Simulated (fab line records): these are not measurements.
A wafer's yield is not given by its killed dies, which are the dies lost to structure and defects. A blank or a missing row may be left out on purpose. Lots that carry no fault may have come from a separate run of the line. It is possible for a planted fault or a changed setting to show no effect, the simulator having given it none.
fab line records    flow n5Finfet
record lots=10  wafers=30  lastDay=18
route steps=1938 shown BEOL_M7@1310 BEOL_M8@1332 PASSIVATION@1936
lots that met no fault: from a run of the same line without faults
startH: the number of hours between the record's first day and the start of the first shown wafer of the lot    waitH: how many hours have passed since the lot's step before this one    " repeats the value in the row above    L1.1+2: one row covering several wafers at once    - no value, or no start given    * or withheld: withheld    < > ~ a bound
route shown NAME@n: NAME is a module with steps in the file, n the number in the route of the first one    usual: mean/standard deviation taken from wafers without a fault    same: alike in all rows    chamber/n: place in a boat    sites: readings site by site    _std_site: their standard deviation    _edge_site: the outer-site mean with the inner-site mean subtracted    radiusMm: for every site, how far away it sits from the centre of the wafer    mask NAME#n: copy n    behind: the tool/chamber that last shaped the wafer    hold: the reason the lot was held/the length of the hold in hours/how it ended    device: whichever transistor did not switch (one of n, p or np)    end of line: at the end of the route, the tests of the same wafers    a step with no rows: only its recipe    killed: count of dies lost to structure and defects at first sort (not the wafer's yield)    map: a wafer's dies, marking killed ones x, the rest . and places with no die _
set.NAME: the setting that was run; set.NAME@STEP: the one run at that earlier step    model.NAME: the simulator's own value behind a step, which no gauge read
the route's steps for a sample of lots (tables are steps, rows are wafers)
services: when a tool's chamber went out of use (startH, in hours from the record's first day, below 0 if earlier), for how many hours, and the reason
## steps
# step N5_BEOL_M7_STRIP_80
# recipe chemistry=N2/H2  timeS=10  powerW=450  tempC=40  pressureMtorr=20  rfFrequencyHz=6e+07  biasPowerW=7  n2FlowSccm=200  h2FlowSccm=200
# usual drypumpMotorCurrentA=5.6/0.35  oesProductAu=0.78/0.073  rfVppV=59.1/0.88  showerheadPlenumPTorr=2.54/0.068  throttleValvePct=23.74/0.29
lot.wafer  tool        chamber  startH  waitH  drypumpMotorCurrentA  oesProductAu  rfHoursCounterH  rfVppV  showerheadPlenumPTorr  throttleValvePct
L586.3     rieDiel-04  0        -       -      5.9                   0.70          226              58.8    2.50                   23.25
L586.4     "           0        "       "      5.9                   0.70          -                59.8    2.50                   23.26
L586.5     "           3        "       "      5.4                   0.73          -                59.3    2.64                   23.88
L587.1     rieDiel-06  3        -       -      5.5                   0.74          193              58.1    2.43                   24.12
L587.4     "           0        "       "      5.1                   0.69          238              59.2    2.61                   23.36
L587.5     "           2        "       "      6.0                   0.84          -                57.9    2.48                   23.56
L588.2     rieDiel-06  3        -       -      5.5                   0.74          194              58.9    2.43                   24.12
L588.3     "           1        "       "      5.3                   0.78          153              58.4    2.54                   23.69
L588.5     "           3        "       "      5.5                   0.75          -                60.1    2.43                   24.11
L590.1     rieDiel-06  0        -       -      5.1                   0.69          243              61.1    2.61                   23.35
L590.4     "           2        "       "      6.0                   0.85          -                60.1    2.47                   23.58
L590.5     "           1        "       "      5.4                   0.77          -                58.6    2.54                   23.70
L591.1     rieDiel-02  3        -       -      5.2                   0.80          97               58.7    2.58                   23.44
L591.3     "           1        "       "      6.1                   0.87          61               58.1    2.58                   24.14
L591.4     "           2        "       "      5.5                   0.69          219              58.4    2.53                   23.90
L592.1     rieDiel-06  3        -       -      5.5                   0.73          200              58.2    2.43                   24.12
L592.3     "           0        "       "      5.1                   0.68          249              58.8    2.61                   23.37
L592.6     "           0        "       "      5.1                   0.68          -                58.6    2.60                   23.38
L595.1     rieDiel-02  0        -       -      5.4                   0.87          42               58.9    2.59                   24.03
L595.3     "           3        "       "      5.2                   0.80          108              60.7    2.58                   23.46
L595.5     "           2        "       "      5.5                   0.69          -                59.0    2.53                   23.93
L600.4     rieDiel-04  2        -       -      6.1                   0.70          -                59.3    2.61                   23.61
L600.5     "           1        "       "      5.8                   0.78          -                59.4    2.45                   23.72
L600.6     "           3        "       "      5.4                   0.71          -                59.3    2.63                   23.94
L605.2     rieDiel-02  1        -       -      6.1                   0.83          87               58.3    2.57                   24.17
L605.3     "           3        "       "      5.2                   0.78          123              58.3    2.57                   23.48
L605.5     "           0        "       "      5.5                   0.86          -                57.5    2.59                   24.05
L604.3     rieDiel-06  0        -       -      5.1                   0.93          23               59.8    2.60                   23.08
L604.4     "           2        "       "      6.0                   0.79          104              58.6    2.46                   23.61
L604.5     "           3        "       "      5.5                   0.72          -                59.2    2.41                   24.15
# step N5_BEOL_M7_DEP_56
# recipe material=SiCN  targetThkA=100  tempC=withheld  precursor=3MS/NH3  pressureTorr=3  rfW=202  timeS=17.5
# usual showerheadPlenumPTorr=3.667/0.014  throttleValvePct=9.3/0.56
lot.wafer  tool      chamber  startH  waitH  showerheadPlenumPTorr  throttleValvePct
L586.3     pecvd-01  2        217.56  0.0    3.642                  8.7
L586.4     "         0        "       "      3.670                  8.7
L586.5     "         0        "       "      3.667                  8.8
L587.1     pecvd-03  2        219.80  0.0    3.653                  8.8
L587.4     "         1        "       "      3.660                  9.8
L587.5     "         2        "       "      3.638                  8.6
L588.2     pecvd-03  0        224.58  0.0    3.672                  9.2
L588.3     "         1        "       "      3.663                  10.1
L588.5     "         1        "       "      3.672                  10.1
L590.1     pecvd-03  0        243.46  0.0    3.663                  9.0
L590.4     "         2        "       "      3.654                  8.6
L590.5     "         1        "       "      3.675                  10.2
L591.1     pecvd-03  0        249.13  0.0    3.661                  9.0
L591.3     "         2        "       "      3.657                  8.8
L591.4     "         1        "       "      3.673                  9.8
L592.1     pecvd-01  1        257.83  0.0    3.691                  9.7
L592.3     "         0        "       "      3.670                  8.9
L592.6     "         1        "       "      3.700                  9.9
L595.1     pecvd-03  1        284.08  0.0    3.668                  10.4
L595.3     "         0        "       "      3.666                  9.2
L595.5     "         2        "       "      3.661                  8.7
L600.4     pecvd-02  0        325.18  0.0    3.687                  9.5
L600.5     "         1        "       "      3.658                  10.0
L600.6     "         2        "       "      3.669                  8.9
L605.2     pecvd-02  2        326.43  0.0    3.664                  9.1
L605.3     "         1        "       "      3.655                  9.8
L605.5     "         2        "       "      3.665                  9.1
L604.3     pecvd-02  0        351.40  0.0    3.696                  9.5
L604.4     "         0        "       "      3.681                  9.2
L604.5     "         1        "       "      3.666                  9.9
# step N5_BEOL_M7_INSPECT_58
# recipe inspectInstrument=darkfield  mode=postDep
# usual rawDefectCount=74/28
lot.wafer  tool              chamber  startH  waitH  rawDefectCount
L586.3     defectInspect-02  -        217.65  0.0    37
L586.4     "                 -        "       "      52
L586.5     "                 -        "       "      57
L587.1     defectInspect-02  -        219.89  0.0    109
L587.4     "                 -        "       "      90
L587.5     "                 -        "       "      115
L588.2     defectInspect-01  -        224.67  0.0    49
L588.3     "                 -        "       "      48
L588.5     "                 -        "       "      40
L590.1     defectInspect-01  -        243.56  0.0    54
L590.4     "                 -        "       "      43
L590.5     "                 -        "       "      57
L591.1     defectInspect-02  -        249.23  0.0    943
L591.3     "                 -        "       "      810
L591.4     "                 -        "       "      924
L592.1     defectInspect-02  -        257.93  0.0    75
L592.3     "                 -        "       "      67
L592.6     "                 -        "       "      44
L595.1     defectInspect-01  -        284.17  0.0    822
L595.3     "                 -        "       "      791
L595.5     "                 -        "       "      884
L600.4     defectInspect-02  -        325.26  0.0    40
L600.5     "                 -        "       "      65
L600.6     "                 -        "       "      76
L605.2     defectInspect-01  -        326.54  0.0    60
L605.3     "                 -        "       "      59
L605.5     "                 -        "       "      53
L604.3     defectInspect-01  -        351.49  0.0    73
L604.4     "                 -        "       "      59
L604.5     "                 -        "       "      75
# step N5_BEOL_M8_ILD_DEP_00
# recipe material=SiCOH_lowk  targetThkA=1797.5  tempC=300  precursor=DEMS/porogen  pressureTorr=5  rfW=500  timeS=33.4
# usual heaterPowerW=305/55  showerheadPlenumPTorr=5.740/0.019  throttleValvePct=13.8/0.81
lot.wafer  tool      chamber  startH  waitH  heaterPowerW  showerheadPlenumPTorr  throttleValvePct
L586.3     pecvd-01  2        217.71  0.1    322           5.707                  13.0
L586.4     "         0        "       "      273           5.746                  13.6
L586.5     "         2        "       "      317           5.710                  13.5
L587.1     pecvd-01  2        219.93  0.0    352           5.730                  13.1
L587.4     "         2        "       "      371           5.715                  13.4
L587.5     "         0        "       "      298           5.733                  13.4
L588.2     pecvd-02  0        224.71  0.0    315           5.747                  14.6
L588.3     "         1        "       "      290           5.735                  15.3
L588.5     "         1        "       "      290           5.735                  15.1
L590.1     pecvd-01  1        243.60  0.0    441           5.765                  14.8
L590.4     "         1        "       "      445           5.779                  14.8
L590.5     "         2        "       "      315           5.707                  13.3
L591.1     pecvd-01  0        249.27  0.0    317           5.758                  13.5
L591.3     "         1        "       "      460           5.766                  15.0
L591.4     "         1        "       "      451           5.777                  14.7
L592.1     pecvd-04  2        257.97  0.0    261           5.765                  12.7
L592.3     "         0        "       "      258           5.722                  12.8
L592.6     "         2        "       "      263           5.752                  13.1
L595.1     pecvd-01  2        284.21  0.0    376           5.709                  13.3
L595.3     "         1        "       "      423           5.756                  15.1
L595.5     "         0        "       "      282           5.749                  13.5
L600.4     pecvd-01  0        325.32  0.1    312           5.737                  13.5
L600.5     "         0        "       "      321           5.749                  13.6
L600.6     "         2        "       "      327           5.714                  13.6
L605.2     pecvd-02  1        326.57  0.0    252           5.719                  15.4
L605.3     "         0        "       "      294           5.757                  14.5
L605.5     "         0        "       "      307           5.764                  14.6
L604.3     pecvd-04  1        351.53  0.0    239           5.730                  13.6
L604.4     "         2        "       "      299           5.740                  13.0
L604.5     "         1        "       "      246           5.705                  14.0
# step N5_BEOL_M8_CURE_74
# recipe tempC=385  timeS=240  ambient=He/Ar  material=SiCOH_lowk
# usual lampPowerPct=52.32/0.059  wafer_temp_C_max=386.9/0.57
lot.wafer  tool       chamber  startH  waitH  lampPowerPct  wafer_temp_C_max
L586.3     uvCure-01  1        218.31  0.6    52.34         387.1
L586.4     "          1        "       "      52.33         386.3
L586.5     "          1        "       "      52.14         387.2
L587.1     uvCure-01  2        220.02  0.1    52.40         386.4
L587.4     "          2        "       "      52.35         386.7
L587.5     "          2        "       "      52.37         387.2
L588.2     uvCure-01  1        224.85  0.1    52.30         387.1
L588.3     "          1        "       "      52.39         386.4
L588.5     "          1        "       "      52.28         386.6
L590.1     uvCure-03  0        243.66  0.0    52.30         387.7
L590.4     "          0        "       "      52.28         387.5
L590.5     "          0        "       "      52.38         387.8
L591.1     uvCure-03  2        249.45  0.2    52.36         386.6
L591.3     "          2        "       "      52.35         386.3
L591.4     "          2        "       "      52.33         386.3
L592.1     uvCure-01  1        258.03  0.0    52.43         387.2
L592.3     "          1        "       "      52.36         386.6
L592.6     "          1        "       "      52.37         386.8
L595.1     uvCure-03  0        284.27  0.0    52.22         387.1
L595.3     "          0        "       "      52.24         387.3
L595.5     "          0        "       "      52.35         386.9
L600.4     uvCure-01  1        325.62  0.3    52.30         386.9
L600.5     "          1        "       "      52.26         386.8
L600.6     "          1        "       "      52.33         386.8
L605.2     uvCure-01  1        326.72  0.1    52.36         386.2
L605.3     "          1        "       "      52.28         386.3
L605.5     "          1        "       "      52.29         386.0
L604.3     uvCure-01  2        351.91  0.4    52.35         386.9
L604.4     "          2        "       "      52.27         386.6
L604.5     "          2        "       "      52.24         386.6
# step N5_BEOL_M8_INSPECT_13
# recipe mode=adi  inspectInstrument=brightfield
# usual rawDefectCount=393/85
lot.wafer  tool              chamber  startH  waitH  rawDefectCount
L586.3     defectInspect-02  -        219.20  0.0    298
L586.4     "                 -        "       "      418
L586.5     "                 -        "       "      358
L587.1     defectInspect-01  -        222.40  0.0    474
L587.4     "                 -        "       "      451
L587.5     "                 -        "       "      412
L588.2     defectInspect-02  -        227.04  0.0    407
L588.3     "                 -        "       "      247
L588.5     "                 -        "       "      280
L590.1     defectInspect-01  -        246.45  0.0    355
L590.4     "                 -        "       "      308
L590.5     "                 -        "       "      345
L591.1     defectInspect-01  -        250.99  0.0    1285
L591.3     "                 -        "       "      1085
L591.4     "                 -        "       "      1334
L592.1     defectInspect-01  -        259.55  0.0    346
L592.3     "                 -        "       "      449
L592.6     "                 -        "       "      268
L595.1     defectInspect-02  -        286.74  0.0    1173
L595.3     "                 -        "       "      1147
L595.5     "                 -        "       "      1297
L600.4     defectInspect-01  -        326.81  0.0    429
L600.5     "                 -        "       "      367
L600.6     "                 -        "       "      407
L605.2     defectInspect-02  -        328.52  0.0    473
L605.3     "                 -        "       "      375
L605.5     "                 -        "       "      434
L604.3     defectInspect-02  -        353.90  0.0    487
L604.4     "                 -        "       "      520
L604.5     "                 -        "       "      555
# step N5_PASSIVATION_PROBE_49
# usual defectLimitedYield=91.1/1.3  killed_at_M0_to_M3=35/11  killed_at_M4_up=13/5.4  killedAtContacts=14/6.5  killedAtFrontEnd=41/11  killedAtOther=4/3.1  killedDies=106/15  killedOnRim=14/3.7  killedOpen=69/12  killedShort=35/7  sort_bin_4_leakage=0.01/0.078  sort_bin_5_function=5.2/0.86  sort_bin_6_memory=3.4/0.64  sortNPass=1074/15  sortYieldPct=91.0/1.3
# same grossDies=1180  killedAtBackSide=0  sort_bin_8_speed[%]=0
lot.wafer  tool       chamber  startH  waitH  defectLimitedYield[%]  killed_at_M0_to_M3  killed_at_M4_up  killedAtContacts  killedAtFrontEnd  killedAtOther  killedDies  killedOnRim  killedOpen  killedShort  sort_bin_4_leakage[%]  sort_bin_5_function[%]  sort_bin_6_memory[%]  sortNPass  sortYieldPct[%]
L591.1     prober-01  -        315.95  0.0    87.5                   21                  73               15                35                3              147         24           55          24           0                      6.7                     3.3                   1033       87.5
L591.3     prober-01  -        316.05  0.1    81.9                   23                  137              12                39                2              213         23           52          26           0                      11.6                    3.7                   967        81.9
L591.4     prober-01  -        316.10  0.2    80.8                   20                  139              15                47                5              226         25           53          39           0                      12.2                    3.5                   954        80.8
L595.1     prober-01  -        352.65  0.0    77.9                   30                  150              15                66                0              261         23           90          37           0                      14.2                    5.3                   919        77.9
L595.3     prober-01  -        352.75  0.1    84.7                   33                  77               13                51                6              180         36           88          26           0                      10.2                    4.1                   1000       84.7
L595.5     prober-01  -        352.85  0.2    81.4                   24                  143              15                37                1              220         24           62          22           0                      11.3                    4.1                   960        81.4
# killed by level:class
L591.1 BEOL_M7:unspecified=66 FIN_SAQP:geometricParticle:open=15 MOL_CONTACT_COAG:geometricParticle:open=9 BEOL_M0_SAQP:geometricParticle:open=6 MOL_CONTACT_COAG:geometricParticle:short=5 BEOL_M3:geometricParticle:open=5 GATE_CUT:geometricParticle:short=4 BEOL_M4:geometricParticle:open=4
L591.3 BEOL_M7:unspecified=132 STI_FIN_REVEAL:geometricParticle:open=15 MOL_CONTACT_COAG:geometricParticle:open=9 BEOL_M3:geometricParticle:open=5 FIN_SAQP:geometricParticle:short=4 GATE_CUT:geometricParticle:short=4 BEOL_M0_SAQP:geometricParticle:short=4 STI_FIN_REVEAL:geometricParticle:short=3
L591.4 BEOL_M7:unspecified=133 MOL_CONTACT_COAG:geometricParticle:open=12 FIN_SAQP:geometricParticle:short=11 STI_FIN_REVEAL:geometricParticle:open=9 BEOL_M3:geometricParticle:open=7 FIN_SAQP:geometricParticle:open=5 BEOL_M0_SAQP:geometricParticle:open=4 BEOL_M0_SAQP:geometricParticle:short=4
L595.1 BEOL_M7:unspecified=130 FIN_SAQP:geometricParticle:open=21 FIN_SAQP:geometricParticle:short=16 STI_FIN_REVEAL:geometricParticle:open=14 MOL_CONTACT_COAG:geometricParticle:open=13 BEOL_M2:geometricParticle:open=9 BEOL_M4:geometricParticle:open=6 BEOL_M0_SAQP:geometricParticle:open=5
L595.3 BEOL_M7:unspecified=63 STI_FIN_REVEAL:geometricParticle:open=28 MOL_CONTACT_COAG:geometricParticle:open=12 BEOL_M2:geometricParticle:open=12 FIN_SAQP:geometricParticle:open=6 STI_FIN_REVEAL:geometricParticle:short=4 BEOL_M2:geometricParticle:short=4 BEOL_M4:geometricParticle:open=4
L595.5 BEOL_M7:unspecified=134 MOL_CONTACT_COAG:geometricParticle:open=15 STI_FIN_REVEAL:geometricParticle:open=13 BEOL_M2:geometricParticle:open=11 FIN_SAQP:geometricParticle:open=9 FIN_SAQP:geometricParticle:short=6 BEOL_M4:geometricParticle:short=4 BEOL_M4:geometricParticle:open=4
## services
tool        chamber  startH  hours  kind
pecvd-01    -        192.75  2.8    pm
rieDiel-02  2        199.12  3.9    repair
rieDiel-06  -        201.04  0.4    repair
pecvd-04    -        206.89  0.8    repair
rieDiel-04  2        210.52  4.3    repair
pecvd-01    -        214.89  2.5    repair
uvCure-01   -        227.98  0.8    repair
rieDiel-04  0        233.13  1.3    repair
rieDiel-06  3        237.11  10.1   repair
uvCure-01   -        251.38  0.3    repair
pecvd-03    -        252.74  1.0    repair
rieDiel-06  0        256.68  -      clean
rieDiel-06  0        256.68  -      consumableReplace:focusRing
pecvd-03    2        259.89  -      calibration
rieDiel-02  2        262.89  2.0    repair
rieDiel-02  -        275.04  4.0    pm
rieDiel-02  2        291.71  6.1    repair
rieDiel-06  2        293.86  4.5    repair
uvCure-03   -        295.39  2.1    pm
pecvd-03    0        295.41  5.5    scheduledDown
rieDiel-06  3        298.24  2.1    repair
pecvd-01    2        307.36  4.2    repair
uvCure-03   -        320.18  14.6   pm
pecvd-02    0        336.68  2.1    scheduledDown
## key
firstSign step=N5_BEOL_M7_INSPECT_58  reading=rawDefectCount  direction=up  sigmas=28  usual=74  struck=862
effect step=N5_BEOL_M8_INSPECT_13  reading=rawDefectCount  direction=up  sigmas=9.7  usual=393  struck=1220
effect step=N5_PASSIVATION_PROBE_49  reading=killed_at_M4_up  direction=up  sigmas=20  usual=13  struck=120
moreKillsBornAt N5_BEOL_M7_DEP_56@pecvd-03=658
metAt N5_BEOL_M7_DEP_56
struckLots L591,L595
notActingAt N5_BEOL_M7_STRIP_80,N5_BEOL_M8_ILD_DEP_00,N5_BEOL_M8_CURE_74
onsetBetween 243.46 249.13
fault kind=chamberParticleSource  tool=pecvd-03  chamber=-  onsetH=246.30  steps=N5_BEOL_M7_DEP_56  ratePerVisitCm2=1.2096  endH=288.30
